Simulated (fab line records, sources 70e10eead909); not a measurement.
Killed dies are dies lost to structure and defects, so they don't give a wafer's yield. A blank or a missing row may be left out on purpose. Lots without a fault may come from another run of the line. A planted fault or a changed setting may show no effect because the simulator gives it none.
Chamber matching | flow nand_harc | NHARC_A_STAIRCASE_DESCUM_443 on rie_diel-11: 4 sister chambers
The step chemistry O2, time 3 s. 8 wafers are shown with their chamber, then 8 later ones without.

WAFERS WITH THEIR CHAMBER
wafer  | chamber | drypump_motor_current_A (A) | showerhead_plenum_p_Torr (Torr)
L078.4 | 2       | 5.6                         | 1.80
L078.5 | 1       | 6.4                         | 1.96
L082.4 | 0       | 6.1                         | 1.87
L082.5 | 2       | 5.6                         | 1.79
L083.1 | 1       | 6.4                         | 1.96
L083.5 | 3       | 5.3                         | 1.83
L083.6 | 0       | 6.1                         | 1.87
L088.3 | 3       | 5.4                         | 1.83

WAFERS WITHOUT THEIR CHAMBER
wafer  | drypump_motor_current_A (A) | showerhead_plenum_p_Torr (Torr)
L088.5 | 6.1                         | 1.87
L088.6 | 5.4                         | 1.83
L093.1 | 6.1                         | 1.87
L093.2 | 6.4                         | 1.95
L093.3 | 5.6                         | 1.79
L093.4 | 5.3                         | 1.83
L093.5 | 5.7                         | 1.79
L093.6 | 5.3                         | 1.83

WHICH CHAMBER EACH WENT THROUGH
wafer  | from the rows above | in truth
L088.5 | 0                   | 0
L088.6 | 3                   | 3
L093.1 | 0                   | 0
L093.2 | 1                   | 1
L093.3 | 2                   | 2
L093.4 | 3                   | 3
L093.5 | 2                   | 2
L093.6 | 3                   | 3
Placed correctly: 8 of 8. Can't be placed from these rows: 0. Placed wrongly: 0.
How it was worked out, from the rows above alone: a wafer's distance from a chamber is the root of the sum, over the readings, of the square of ((its reading less the chamber's mean) divided by the reading's scatter). The wafer belongs to the nearest chamber; if the next one is less than 2 further off, it can't be placed. A chamber's mean is the mean of its shown wafers. The scatter: the root of (the sum of the squares of (reading less its chamber's mean) over the shown wafers, divided by (wafers less chambers)).
